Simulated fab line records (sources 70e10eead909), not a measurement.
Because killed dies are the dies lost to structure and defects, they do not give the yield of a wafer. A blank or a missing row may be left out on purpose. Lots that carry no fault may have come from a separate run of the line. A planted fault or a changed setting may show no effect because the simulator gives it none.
Which of the tools did it?	flow nand harc	11 lots with 33 wafers sampled at 5 steps, on a route of 1302 steps

== WHAT THE GAUGES SHOWED, per wafer ==
NHARC_END_SORT_01.
lot	measured	on	defect limited yield (%)	killed at array	killed at other	killed at periphery	killed dies	killed open	killed short	sort_bin_2_pct (%)	sort_bin_3_pct (%)	sort_bin_4_pct (%)	sort n pass	sort rim yield pct (%)	sort yield pct (%)
L995	day 24 12:54	prober-01	94.8 97.3 96.9	31 15 17	0 0 2	4 3 2	35 18 21	5 1 2	5 5 3	1.8 0.7 1.0	0.3 0.1 0.1	3.1 1.8 1.9	642 659 656	95 96 94	94.8 97.3 96.9
L996	day 24 12:56	prober-02	91.0 88.3 89.8	59 74 63	1 0 3	1 5 3	61 79 69	4 4 2	2 1 1	2.7 4.9 3.5	1.2 0.6 0.7	5.2 6.2 5.9	616 598 608	85 80 82	91.0 88.3 89.8
L100	day 26 02:25	prober-02	89.7 91.4 88.6	64 53 70	1 0 1	5 5 6	70 58 77	7 3 7	1 2 0	3.0 3.1 3.4	1.3 1.3 0.6	6.1 4.1 7.4	607 619 600	79 86 80	89.7 91.4 88.6
L101	day 27 00:16	prober-02	94.1 94.1 94.8	40 33 33	0 0 0	0 7 2	40 40 35	2 1 1	2 1 2	2.1 3.1 3.2	0.1 0.1 0.3	3.7 2.7 1.6	637 637 642	94 91 89	94.1 94.1 94.8
L105	day 29 11:52	prober-01	94.5 94.8 94.2	34 30 36	0 0 0	3 5 3	37 35 39	2 6 3	1 2 3	1.9 1.5 1.8	0.4 0.4 0.1	3.1 3.2 3.8	640 642 638	92 89 92	94.5 94.8 94.2
L106	day 29 04:07	prober-02	0 0 0	677 676 674	0 1 1	0 0 2	677 677 677	3 2 7	2 3 2	94.8 94.5 94.1	0.3 0.6 0.3	4.9 4.9 5.6	0 0 0	0 0 0	0 0 0
L107	day 29 03:16	prober-01	0 0 0	676 676 676	0 0 0	1 1 1	677 677 677	2 6 2	0 1 1	96.6 95.1 95.9	0.3 0.7 0.7	3.1 4.1 3.4	0 0 0	0 0 0	0 0 0
L114	day 33 01:45	prober-01	91.3 90.1 93.1	56 62 43	1 1 0	2 4 4	59 67 47	3 4 2	4 2 2	3.2 3.8 3.1	0.6 0.9 0.3	4.9 5.2 3.5	618 610 630	87 81 88	91.3 90.1 93.1
L115	day 33 04:43	prober-02	93.1 92.8 91.7	42 44 52	0 2 0	5 3 4	47 49 56	1 3 2	1 2 3	2.8 2.4 3.8	0.3 0.9 0	3.8 4.0 4.4	630 628 621	86 89 83	93.1 92.8 91.7
L117	day 33 09:38	prober-01	93.8 91.6 95.0	39 52 29	2 1 1	1 4 4	42 57 34	1 3 2	1 4 0	2.8 3.2 2.1	0.3 0.6 0.3	3.1 4.6 2.7	635 620 643	92 83 91	93.8 91.6 95.0
L118	day 34 00:09	prober-01	95.7 95.1 95.0	20 27 23	0 1 1	9 5 10	29 33 34	2 4 6	0 4 1	1.6 1.5 1.2	0.4 0.3 0.3	2.2 3.1 3.5	648 644 643	95 93 91	95.7 95.1 95.0

== EACH LOT AND THE TOOL THAT RAN IT (in order: tool; ch and the chambers of the sampled wafers; start) ==
lot	NHARC_A_M0_PRE_CLEAN_31	NHARC_A_M1_DESCUM_14	NHARC_A_M1_ETCH_28	NHARC_A_M1_PVD_21
L995	pecvd-02 ch 0,1, day 23 01:08	rie diel-11 ch 0,2,3, day 23 02:31	rie diel-08 ch 0,1,2, day 23 03:46 or earlier	pvd sputter-01, day 23 03:46
L996	pecvd-02 ch 0,1,2, day 23 02:09	rie diel-04 ch 1,2,3, day 23 03:31	rie diel-11 ch 0,2, day 23 04:50 or earlier	pvd sputter-01, day 23 04:50
L100	pecvd-04 ch 0,2, day 24 13:31	rie diel-11 ch 2,3, day 24 15:01	rie diel-08 ch 0,2,3, day 24 16:16 or earlier	pvd sputter-01, day 24 16:16
L101	pecvd-02 ch 0,1, day 25 08:38	rie diel-08 ch 0,1,3, day 25 10:02	rie diel-11 ch 1,2, day 25 11:16 or earlier	pvd sputter-02, day 25 11:16
L105	pecvd-01 ch 0,1, day 27 11:08	rie diel-11 ch 0,1, day 27 12:40	rie diel-08 ch 2,3, day 27 13:56 or earlier	pvd sputter-02, day 27 13:56
L106	pecvd-01 ch 0,1,2, day 27 12:47	rie diel-11 ch 0,2, day 27 14:17	rie diel-08 ch 1,2, day 27 15:33 or earlier	pvd sputter-01, day 27 15:33
L107	pecvd-02 ch 0,1,2, day 27 14:29	rie diel-08 ch 0,1,2, day 27 16:27	rie diel-11 ch 0,1,2, day 27 17:42 or earlier	pvd sputter-01, day 27 17:42
L114	pecvd-04 ch 0,2, day 31 05:20	rie diel-11 ch 1,2,3, day 31 06:45	rie diel-11 ch 0,2,3, day 31 08:00 or earlier	pvd sputter-02, day 31 08:00
L115	pecvd-02 ch 0,2, day 31 05:49	rie diel-04 ch 1,3, day 31 07:11	rie diel-11 ch 0,3, day 31 08:28 or earlier	pvd sputter-03, day 31 08:28
L117	pecvd-02 ch 0,1, day 31 14:11	rie diel-08 ch 0,1, day 31 15:42	rie diel-04 ch 0,2,3, day 31 17:00 or earlier	pvd sputter-02, day 31 17:00
L118	pecvd-04 ch 0,1,2, day 32 11:29	rie diel-04 ch 2,3, day 32 12:58	rie diel-04 ch 0,2, day 32 14:19 or earlier	pvd sputter-02, day 32 14:19
- NHARC_A_M0_PRE_CLEAN_31: time 12 s.
- NHARC_A_M1_DESCUM_14: chemistry O2, time 3 s.
- NHARC_A_M1_ETCH_28: etches the open film in CF4/N2, target depth 30 nm, time 72.99 s.
- NHARC_A_M1_PVD_21: deposits Cu, target thk 30 nm, time 20.49 s.

== WHAT THE TOOLS THEMSELVES READ (means of the sampled wafers that have a number; where no wafer has one, the mark that the record gives instead) ==
NHARC_A_M0_PRE_CLEAN_31.
lot	tool	heater power outer w (W)	heater power w (W)	susceptor temp C (C)
L995	pecvd-02	420	780	370.04
L996	pecvd-02	372	684	370.00
L100	pecvd-04	397	658	369.91
L101	pecvd-02	456	846	369.98
L105	pecvd-01	405	648	369.91
L106	pecvd-01	394	605	369.86
L107	pecvd-02	382	701	370.04
L114	pecvd-04	356	618	369.93
L115	pecvd-02	418	716	370.12
L117	pecvd-02	449	831	369.95
L118	pecvd-04	299	535	370.02

NHARC_A_M1_DESCUM_14.
lot	tool	drypump motor current A (A)	oes product au (a.u.)	rf vpp V (V)	showerhead plenum p Torr (Torr)	throttle valve pct (%)
L995	rie diel-11	5.6	1.009	57.9	1.89	11.314
L996	rie diel-04	5.6	1.000	57.6	1.96	11.308
L100	rie diel-11	5.0	0.994	58.0	1.88	11.306
L101	rie diel-08	5.9	1.004	57.5	1.90	11.305
L105	rie diel-11	6.1	1.006	57.7	1.91	11.312
L106	rie diel-11	6.1	1.001	57.0	1.89	11.318
L107	rie diel-08	5.8	0.998	57.4	1.88	11.306
L114	rie diel-11	5.2	0.989	57.3	1.84	11.309
L115	rie diel-04	5.6	0.990	57.9	1.97	11.320
L117	rie diel-08	6.1	1.001	57.5	1.92	11.309
L118	rie diel-04	5.4	1.002	58.2	1.93	11.314

NHARC_A_M1_ETCH_28.
lot	tool	drypump motor current A (A)	oes product au (a.u.)	rf vpp V (V)	showerhead plenum p Torr (Torr)	throttle valve pct (%)
L995	rie diel-08	5.7	1.004	313.0	2.57	19.787
L996	rie diel-11	6.2	1.005	314.0	2.61	19.791
L100	rie diel-08	5.7	0.992	312.7	2.55	19.798
L101	rie diel-11	5.4	1.001	311.4	2.47	19.795
L105	rie diel-08	5.4	0.998	312.0	2.49	19.792
L106	rie diel-08	5.6	0.996	313.5	2.57	19.781
L107	rie diel-11	5.8	0.997	313.1	2.55	19.800
L114	rie diel-11	5.6	0.998	313.9	2.59	19.803
L115	rie diel-11	5.4	0.993	314.7	2.65	19.791
L117	rie diel-04	5.6	1.006	313.9	2.64	19.796
L118	rie diel-04	5.5	0.989	313.6	2.62	19.795

NHARC_A_M1_PVD_21.
lot	tool	cathode dc power W (W)	chamber pressure pa (Pa)	throttle valve pct (%)
L995	pvd sputter-01	4999.7	4.993	28.9
L996	pvd sputter-01	5000.1	5.004	29.9
L100	pvd sputter-01	5000.9	4.997	28.9
L101	pvd sputter-02	5000.1	4.996	31.3
L105	pvd sputter-02	5000.7	4.997	31.3
L106	pvd sputter-01	-	-	-
L107	pvd sputter-01	-	-	-
L114	pvd sputter-02	4999.5	5.010	31.2
L115	pvd sputter-03	5000.3	5.010	29.6
L117	pvd sputter-02	5000.2	5.002	30.7
L118	pvd sputter-02	5000.2	4.994	31.0

== THE ANSWER, worked out from the rows above alone ==
Rule: the lots themselves supply what counts as usual. The widest of any qualifying gaps counts: lots, ordered by their means at a reading, are off when they make up no more than a third of the lots, leave a main group of 4 or more, and stand apart from it by 3 or more times the standard deviation of that group's means. A main group is skipped when, at the precision printed for the reading in the tables above, its means are all equal. A lot without any number at a reading at which 4 lots or more have one is off too. Any other lot the step has rows for is counted as sound. Order of review: gauges by route order, followed by the tools' own readings, for which a lot's mean as printed above is used. The first step at which some lot is off is used, and at that step the reading that is off furthest; a lot without a number counts as furthest.
Off: L106, L107 (NHARC_END_SORT_01, sort_bin_2_pct). For the main group the mean is 2.6 % and the standard deviation 0.85.
If a tool, at a process step before that reading, ran all the lots that are off and no sound lot after the first of them, it fits. The gauges at NHARC_END_SORT_01 aren't tried: what is off there is off at NHARC_A_M1_PVD_21 too, on other tools, and a gauge's error can't cause that. NHARC_A_M1_ETCH_28: start missing for some lots; hours and lot order therefore follow NHARC_A_M1_PVD_21. One fits: NHARC_A_M1_PVD_21 on pvd sputter-01. Its last sound lot is L100 (day 24 16:16), its first lot that is off L106 (day 27 15:33): a fault that began between those two fits.
Blank at NHARC_A_M1_PVD_21 on the lots that are off, where sound lots have numbers: cathode dc power W, chamber pressure pa, throttle valve pct.

== WHAT HAD BEEN PUT IN BY THE SIMULATOR ==
Whole step skipped at NHARC_A_M1_PVD_21 on pvd sputter-01, starting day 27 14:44. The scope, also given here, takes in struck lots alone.
Lots struck among those shown: L107, L106. The same result came from the rule above.
